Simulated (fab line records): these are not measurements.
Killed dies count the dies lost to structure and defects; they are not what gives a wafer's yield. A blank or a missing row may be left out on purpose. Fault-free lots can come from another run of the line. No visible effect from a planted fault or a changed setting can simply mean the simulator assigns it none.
fab line records ; flow n5Finfet
record lots=10; wafers=30; lastDay=20
route steps=1938 shown BEOL_M15@1795 PASSIVATION@1936
lots that met no fault: from a run of the same line without faults
startH: hours from the record's opening day to when the first of the lot's shown wafers began ; waitH: hours from the lot's prior step to this one ; " same as the row above ; L1.1+2: several wafers, shown together as one row ; - no value, or no start was given ; * or withheld: withheld ; < > ~ a bound
route shown NAME@n: a module of which the file shows steps, and the number in the route of the first ; usual: mean/standard deviation of fault-free wafers ; same: alike in all rows ; chamber/n: place in a boat ; sites: each site's reading ; _std_site: the standard deviation of these ; _edge_site: mean of outer sites minus mean of inner sites ; radiusMm: for every site, how far away it sits from the centre of the wafer ; mask NAME#n: copy n ; behind: the tool/chamber that last shaped the wafer ; hold: why the lot was held/for how many hours/how that ended ; device: the n, p or np transistor that did not switch ; end of line: at the end of the route, the tests of the same wafers ; a step given without rows: its recipe and nothing more ; killed: not the wafer's yield, but the dies lost to structure and defects at the first sort ; map: dies across one wafer; x = killed, . = not, _ = none there
set.NAME: setting as actually run; set.NAME@STEP: the setting as run at that earlier step ; model.NAME: the simulator's own value behind a step, which no gauge read
steps of the route over a sample of lots; a table a step, a row a wafer
services: when a tool's chamber went out of use (startH, in hours from the record's first day, below 0 if earlier), for how many hours, and the reason
## steps
# step N5_BEOL_M15_ETCH_57
# recipe chemistry=N2/H2; target=SOC; sourceW=3000; biasW=350; timeS=750; ionEnergyEv=200; pressureMtorr=30; n2FlowSccm=200; h2FlowSccm=200
# usual biasW=350.0/1; drypumpMotorCurrentA=5.6/0.48; oesProductAu=0.81/0.088; rfVppV=524.0/2.8; showerheadPlenumPTorr=2.55/0.099; throttleValvePct=17.73/0.19
lot.wafer;tool;chamber;startH;waitH;biasW;drypumpMotorCurrentA;oesProductAu;rfHoursCounterH;rfVppV;showerheadPlenumPTorr;throttleValvePct
L779.1;rieDiel-03;3;273.47;-;349.7;5.5;0.87;46;528.4;2.70;17.58
L779.3;rieDiel-03;2;273.47;-;352.0;5.3;0.95;13;527.6;2.71;17.63
L779.5;rieDiel-03;2;273.47;-;351.2;5.3;0.94;-;528.5;2.71;17.65
L781.1;rieDiel-03;0;281.04;-;350.0;4.8;0.80;75;522.5;2.47;17.52
L781.2;rieDiel-03;3;281.04;-;349.4;5.5;0.87;49;528.5;2.70;17.58
L781.4;rieDiel-03;2;281.04;-;351.3;5.3;0.95;-;528.2;2.71;17.63
L783.1;rieDiel-02;2;298.92;-;349.7;6.0;0.72;201;525.7;2.62;17.83
L783.4;rieDiel-02;1;298.92;-;348.9;6.3;0.87;46;525.4;2.58;17.60
L783.6;rieDiel-02;2;298.92;-;351.7;6.0;0.72;-;527.1;2.62;17.82
L785.1;rieDiel-06;1;307.11;-;349.8;5.6;0.68;244;523.6;2.61;18.23
L785.3;rieDiel-06;0;307.11;-;351.3;5.2;0.87;44;521.5;2.48;17.54
L785.5;rieDiel-06;3;307.11;-;349.8;5.5;0.68;-;522.6;2.52;18.09
L789.2;rieDiel-06;3;373.03;-;350.6;5.4;0.67;253;524.2;2.51;18.11
L789.4;rieDiel-06;3;373.03;-;350.4;5.5;0.67;-;522.5;2.51;18.11
L789.5;rieDiel-06;0;373.03;-;348.7;5.2;0.85;-;521.9;2.47;17.57
L788.3;rieDiel-02;3;387.11;-;351.2;5.8;0.73;153;520.3;2.44;18.18
L788.4;rieDiel-02;1;387.11;-;350.4;6.3;0.84;70;523.7;2.57;17.64
L788.5;rieDiel-02;1;387.11;-;351.1;6.3;0.84;-;524.3;2.57;17.65
L797.1;rieDiel-06;2;415.78;-;350.1;6.4;0.70;222;519.7;2.40;17.67
L797.2;rieDiel-06;1;415.78;-;349.7;5.6;0.95;8;526.9;2.60;17.81
L797.6;rieDiel-06;1;415.78;-;349.7;5.6;0.96;-;526.4;2.60;17.80
L799.1;rieDiel-02;0;424.60;-;349.5;5.6;0.81;96;521.7;2.46;17.68
L799.2;rieDiel-02;1;424.60;-;350.2;6.3;0.82;83;526.2;2.57;17.67
L799.3;rieDiel-02;2;424.60;-;347.9;6.0;0.69;238;526.1;2.60;17.88
L802.1;rieDiel-06;2;432.75;-;351.3;6.5;0.69;228;520.6;2.40;17.67
L802.2;rieDiel-06;0;432.75;-;350.8;5.2;0.83;81;522.7;2.46;17.63
L802.5;rieDiel-06;1;432.75;-;350.0;5.6;0.95;-;524.2;2.60;17.81
L801.2;rieDiel-03;2;452.51;-;350.5;5.3;0.85;67;527.7;2.68;17.72
L801.3;rieDiel-03;3;452.51;-;350.5;5.5;0.81;99;527.2;2.68;17.68
L801.6;rieDiel-03;0;452.51;-;350.9;4.8;0.75;-;521.2;2.45;17.64
# step N5_BEOL_M15_ETCH_61
# recipe chemistry=N2/H2; target=BARC; targetDepthA=890; overetchA=267; timeS=67.9; ionEnergyEv=200; pressureMtorr=30; sourceW=840; biasW=150; n2FlowSccm=200; h2FlowSccm=200
# usual biasW=150.0/0.44; drypumpMotorCurrentA=5.6/0.47; oesProductAu=0.70/0.066; rfVppV=524.6/2.8; showerheadPlenumPTorr=2.57/0.098; throttleValvePct=17.82/0.18
lot.wafer;tool;chamber;startH;waitH;biasW;drypumpMotorCurrentA;oesProductAu;rfHoursCounterH;rfVppV;showerheadPlenumPTorr;throttleValvePct
L779.1;rieDiel-02;3;274.37;0.0;149.7;5.8;0.65;121;521.2;2.46;18.22
L779.3;rieDiel-02;0;274.37;0.0;149.5;5.6;0.75;51;521.9;2.47;17.70
L779.5;rieDiel-02;0;274.37;0.0;150.2;5.6;0.75;-;522.5;2.47;17.71
L781.1;rieDiel-06;0;282.20;0.0;150.8;5.2;0.75;36;521.9;2.48;17.64
L781.2;rieDiel-06;2;282.20;0.0;150.1;6.4;0.63;184;521.0;2.42;17.69
L781.4;rieDiel-06;1;282.20;0.0;149.3;5.6;0.59;237;525.0;2.61;18.32
L783.1;rieDiel-03;3;299.94;0.0;149.7;5.5;0.73;56;527.8;2.70;17.70
L783.4;rieDiel-03;2;299.94;0.0;150.2;5.3;0.78;-;527.1;2.70;17.75
L783.6;rieDiel-03;3;299.94;0.0;149.8;5.5;0.73;-;528.0;2.70;17.72
L785.1;rieDiel-03;2;308.13;0.0;149.4;5.3;0.78;25;529.3;2.70;17.77
L785.3;rieDiel-03;3;308.13;0.0;150.0;5.5;0.73;58;528.2;2.70;17.72
L785.5;rieDiel-03;0;308.13;0.0;149.8;4.7;0.67;-;523.4;2.47;17.65
L789.2;rieDiel-03;2;374.05;0.0;149.7;5.3;0.76;40;528.7;2.70;17.80
L789.4;rieDiel-03;0;374.05;0.0;149.9;4.8;0.67;101;521.4;2.46;17.69
L789.5;rieDiel-03;3;374.05;0.0;149.7;5.5;0.71;-;526.9;2.69;17.74
L788.3;rieDiel-02;2;388.30;0.0;149.8;6.0;0.60;226;526.0;2.61;17.98
L788.4;rieDiel-02;1;388.30;0.0;149.4;6.3;0.71;70;524.5;2.57;17.73
L788.5;rieDiel-02;1;388.30;0.0;149.6;6.3;0.71;-;525.5;2.57;17.76
L797.1;rieDiel-02;2;416.97;0.0;150.4;6.0;0.59;236;525.1;2.60;17.98
L797.2;rieDiel-02;0;416.97;0.0;162.8;5.6;0.70;93;549.9;2.46;17.79
L797.6;rieDiel-02;3;416.97;0.0;149.5;5.8;0.62;-;522.0;2.44;18.31
L799.1;rieDiel-02;1;425.50;0.0;150.2;6.4;0.70;84;524.8;2.56;17.78
L799.2;rieDiel-02;3;425.50;0.0;150.1;5.8;0.62;167;520.0;2.44;18.30
L799.3;rieDiel-02;0;425.50;0.0;163.4;5.6;0.69;96;550.4;2.46;17.79
L802.1;rieDiel-03;3;433.93;0.0;150.2;5.5;0.69;94;529.0;2.68;17.76
L802.2;rieDiel-03;1;433.93;0.0;150.5;6.0;0.77;34;526.5;2.59;17.80
L802.5;rieDiel-03;0;433.93;0.0;150.4;4.8;0.64;-;521.2;2.45;17.73
L801.2;rieDiel-03;0;453.40;0.0;150.6;4.8;0.64;127;520.2;2.45;17.72
L801.3;rieDiel-03;1;453.40;0.0;149.3;6.0;0.76;40;523.9;2.59;17.80
L801.6;rieDiel-03;0;453.40;0.0;149.9;4.7;0.65;-;521.4;2.45;17.73
# step N5_BEOL_M15_TRENCH_ETCH_34
# recipe chemistry=C4F8/O2/Ar; target=SiO2; targetDepthA=8729.3; heInnerTorr=15; heOuterTorr=30; timeS=199; ionEnergyEv=800; pressureMtorr=20; sourceW=1905; biasW=2040; Ar_flow_sccm=400; C4F8_flow_sccm=16; O2_flow_sccm=12
# usual biasW=2040/6.3; drypumpMotorCurrentA=5.6/0.47; oes_ar_750_au=0.82/0.076; oes_f_703_au=0.82/0.077; oesProductAu=0.82/0.081; rfVppV=2223/20; showerheadPlenumPTorr=3.47/0.12; throttleValvePct=30.90/0.17
lot.wafer;tool;chamber;startH;waitH;biasW;drypumpMotorCurrentA;oes_ar_750_au;oes_f_703_au;oesProductAu;rfHoursCounterH;rfVppV;showerheadPlenumPTorr;throttleValvePct
L779.1;rieDiel-02;3;274.42;0.0;2049;5.8;0.77;0.77;0.76;121;2196;3.32;31.27
L779.3;rieDiel-02;0;274.42;0.0;2038;5.6;0.87;0.87;0.87;51;2198;3.37;30.93
L779.5;rieDiel-02;0;274.42;0.0;2036;5.6;0.87;0.87;0.87;-;2197;3.37;30.92
L781.1;rieDiel-06;0;282.25;0.0;2047;5.2;0.89;0.89;0.89;36;2201;3.38;30.90
L781.2;rieDiel-06;2;282.25;0.0;2056;6.5;0.74;0.75;0.72;184;2199;3.29;30.69
L781.4;rieDiel-06;1;282.25;0.0;2037;5.6;0.69;0.68;0.69;237;2242;3.52;31.24
L783.1;rieDiel-03;3;299.99;0.0;2044;5.5;0.84;0.84;0.85;56;2244;3.61;30.71
L783.4;rieDiel-03;2;299.99;0.0;2037;5.3;0.90;0.91;0.92;-;2246;3.63;30.84
L783.6;rieDiel-03;3;299.99;0.0;2036;5.5;0.85;0.84;0.86;-;2244;3.61;30.68
L785.1;rieDiel-03;2;308.18;0.0;2034;5.4;0.91;0.90;0.91;25;2247;3.63;30.85
L785.3;rieDiel-03;3;308.18;0.0;2041;5.5;0.84;0.84;0.84;58;2245;3.61;30.67
L785.5;rieDiel-03;0;308.18;0.0;2043;4.7;0.78;0.77;0.79;-;2214;3.36;30.78
L789.2;rieDiel-03;2;374.10;0.0;2046;5.3;0.87;0.88;0.87;40;2245;3.62;30.86
L789.4;rieDiel-03;0;374.10;0.0;2043;4.8;0.77;0.76;0.77;101;2213;3.35;30.80
L789.5;rieDiel-03;3;374.10;0.0;2039;5.5;0.82;0.82;0.82;-;2244;3.60;30.68
L788.3;rieDiel-02;2;388.35;0.0;2052;6.0;0.70;0.71;0.69;226;2226;3.54;30.99
L788.4;rieDiel-02;1;388.35;0.0;2042;6.4;0.83;0.83;0.82;71;2212;3.49;30.92
L788.5;rieDiel-02;1;388.35;0.0;2038;6.4;0.83;0.82;0.83;-;2214;3.49;30.92
L797.1;rieDiel-02;2;417.02;0.0;2038;6.0;0.69;0.70;0.69;236;2227;3.53;31.00
L797.2;rieDiel-02;0;417.02;0.0;2033;5.6;0.82;0.83;0.82;93;2195;3.34;30.95
L797.6;rieDiel-02;3;417.02;0.0;2038;5.8;0.73;0.74;0.72;-;2195;3.30;31.29
L799.1;rieDiel-02;1;425.55;0.0;2043;6.3;0.82;0.81;0.81;84;2212;3.49;30.94
L799.2;rieDiel-02;3;425.55;0.0;2033;5.8;0.72;0.74;0.72;167;2193;3.30;31.29
L799.3;rieDiel-02;0;425.55;0.0;2038;5.6;0.81;0.81;0.81;96;2197;3.34;30.95
L802.1;rieDiel-03;3;433.98;0.0;2037;5.5;0.80;0.80;0.81;94;2242;3.59;30.74
L802.2;rieDiel-03;1;433.98;0.0;2037;6.0;0.90;0.91;0.90;34;2243;3.50;30.84
L802.5;rieDiel-03;0;433.98;0.0;2041;4.8;0.75;0.74;0.75;-;2212;3.34;30.84
L801.2;rieDiel-03;0;453.46;0.0;2035;4.7;0.74;0.73;0.74;127;2212;3.33;30.82
L801.3;rieDiel-03;1;453.46;0.0;2053;6.1;0.89;0.89;0.89;40;2244;3.50;30.83
L801.6;rieDiel-03;0;453.46;0.0;2037;4.7;0.75;0.73;0.73;-;2210;3.33;30.81
# step N5_BEOL_M15_PRE_CLEAN_42
# recipe gas=H2/He; timeS=30; tempC=300
# usual heaterPowerW=495/53
lot.wafer;tool;chamber;startH;waitH;heaterPowerW
L779.1;pvdSputter-01;-;275.29;0.0;474
L779.3;pvdSputter-01;-;275.29;0.0;440
L779.5;pvdSputter-01;-;275.29;0.0;441
L781.1;pvdSputter-03;-;283.42;0.0;424
L781.2;pvdSputter-03;-;283.42;0.0;450
L781.4;pvdSputter-03;-;283.42;0.0;457
L783.1;pvdSputter-02;-;303.98;0.0;595
L783.4;pvdSputter-02;-;303.98;0.0;557
L783.6;pvdSputter-02;-;303.98;0.0;510
L785.1;pvdSputter-01;-;308.79;0.0;430
L785.3;pvdSputter-01;-;308.79;0.0;455
L785.5;pvdSputter-01;-;308.79;0.0;490
L789.2;pvdSputter-03;-;375.59;0.0;446
L789.4;pvdSputter-03;-;375.59;0.0;429
L789.5;pvdSputter-03;-;375.59;0.0;427
L788.3;pvdSputter-02;-;392.14;0.0;539
L788.4;pvdSputter-02;-;392.14;0.0;501
L788.5;pvdSputter-02;-;392.14;0.0;510
L797.1;pvdSputter-01;-;417.68;0.0;448
L797.2;pvdSputter-01;-;417.68;0.0;549
L797.6;pvdSputter-01;-;417.68;0.0;558
L799.1;pvdSputter-01;-;433.17;0.0;444
L799.2;pvdSputter-01;-;433.17;0.0;474
L799.3;pvdSputter-01;-;433.17;0.0;421
L802.1;pvdSputter-02;-;434.79;0.0;576
L802.2;pvdSputter-02;-;434.79;0.0;533
L802.5;pvdSputter-02;-;434.79;0.0;567
L801.2;pvdSputter-03;-;455.97;0.0;453
L801.3;pvdSputter-03;-;455.97;0.0;422
L801.6;pvdSputter-03;-;455.97;0.0;456
# step N5_PASSIVATION_PROBE_49
# usual defectLimitedYield=91.6/1.6; killed_at_M0_to_M3=32/9.7; killed_at_M4_up=13/4.4; killedAtContacts=12/6.5; killedAtFrontEnd=38/12; killedAtOther=3.7/3; killedDies=99/18; killedOnRim=13/3.9; killedOpen=66/14; killedShort=32/7.5; sort_bin_5_function=4.9/1; sort_bin_6_memory=3.2/0.73; sortNPass=1081/18; sortYieldPct=91.6/1.6
# same grossDies=1180; killedAtBackSide=0; sort_bin_4_leakage[%]=0; sort_bin_8_speed[%]=0
lot.wafer;tool;chamber;startH;waitH;defectLimitedYield[%];killed_at_M0_to_M3;killed_at_M4_up;killedAtContacts;killedAtFrontEnd;killedAtOther;killedDies;killedOnRim;killedOpen;killedShort;sort_bin_5_function[%];sort_bin_6_memory[%];sortNPass;sortYieldPct[%]
L788.3;prober-02;-;408.41;0.1;93.6;31;16;2;25;2;76;3;53;21;4.2;1.9;1104;93.6
L788.4;prober-02;-;408.46;0.2;91.9;24;16;16;27;12;95;13;65;28;4.7;3.1;1085;91.9
L788.5;prober-02;-;408.51;0.2;94.7;20;11;7;19;6;63;9;37;23;3.6;1.8;1117;94.7
# killed by level:class
L788.3 BEOL_M3:geometricParticle:open=13 BEOL_M1:geometricParticle:open=6 BEOL_M4:geometricParticle:open=5 GATE_CUT:geometricParticle:open=4 BEOL_M3:geometricParticle:short=4 FIN_SAQP:geometricParticle:short=3 FIN_SAQP:geometricParticle:open=3 DUMMY_GATE:geometricParticle:open=3
L788.4 MOL_CONTACT_COAG:geometricParticle:open=12 BEOL_M3:geometricParticle:open=10 DUMMY_GATE:geometricParticle:open=5 MIM_TOP_ETCH:geometricParticle:open=5 BEOL_M1:geometricParticle:open=5 PASS1_CAP:geometricParticle:short=5 BEOL_M3:geometricParticle:short=4 BEOL_M5:geometricParticle:open=4
L788.5 BEOL_M2:geometricParticle:open=8 STI_FIN_REVEAL:geometricParticle:open=4 MOL_CONTACT_COAG:geometricParticle:open=4 BEOL_M4:geometricParticle:open=4 STARTING-WAFER:geometricParticle:short=4 MOL_CONTACT_COAG:geometricParticle:short=3 BEOL_M0_SAQP:geometricParticle:short=3 MIM_TOP_ETCH:geometricParticle:open=3
## services
tool;chamber;startH;hours;kind
rieDiel-06;3;252.54;2.8;repair
rieDiel-03;1;260.48;6.6;repair
pvdSputter-02;-;265.13;12.8;repair
rieDiel-03;1;280.85;-;clean
rieDiel-03;1;280.85;-;consumableReplace:focusRing
rieDiel-03;1;280.85;20.3;scheduledDown
rieDiel-03;1;280.85;20.3;ventCycle
rieDiel-03;3;318.68;3.2;repair
rieDiel-06;3;326.10;3.0;repair
rieDiel-06;1;356.46;-;clean
rieDiel-06;1;356.46;-;consumableReplace:focusRing
rieDiel-06;1;356.46;29.5;scheduledDown
rieDiel-06;1;356.46;29.5;ventCycle
pvdSputter-03;-;361.72;2.7;repair
rieDiel-03;2;381.01;1.2;repair
rieDiel-02;-;383.04;0.7;repair
rieDiel-06;-;385.21;14.6;pm
rieDiel-03;1;388.62;8.8;repair
rieDiel-06;3;399.81;-;clean
rieDiel-06;3;399.81;-;consumableReplace:focusRing
rieDiel-06;3;399.81;20.3;scheduledDown
rieDiel-06;3;399.81;20.3;ventCycle
rieDiel-02;2;428.98;2.7;repair
pvdSputter-03;-;442.05;4.1;repair
## key
firstSign step=N5_BEOL_M15_ETCH_61; reading=biasW; direction=up; sigmas=30; usual=*; struck=*
effect step=N5_BEOL_M15_ETCH_61; reading=rfVppV; direction=up; sigmas=9.2; usual=524.6; struck=550.1
metAt N5_BEOL_M15_ETCH_61
struckLots L797,L799
struckWafers L797.2,L799.3
notActingAt N5_BEOL_M15_ETCH_57,N5_BEOL_M15_TRENCH_ETCH_34,N5_BEOL_M15_PRE_CLEAN_42
onsetBetween 274.37 416.97
fault kind=processParameterDrift; tool=rieDiel-02; chamber=0; onsetH=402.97; steps=N5_BEOL_M15_ETCH_61; channel=biasW; offset=*; shape=step; endH=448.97; actsIn=*; stated=*
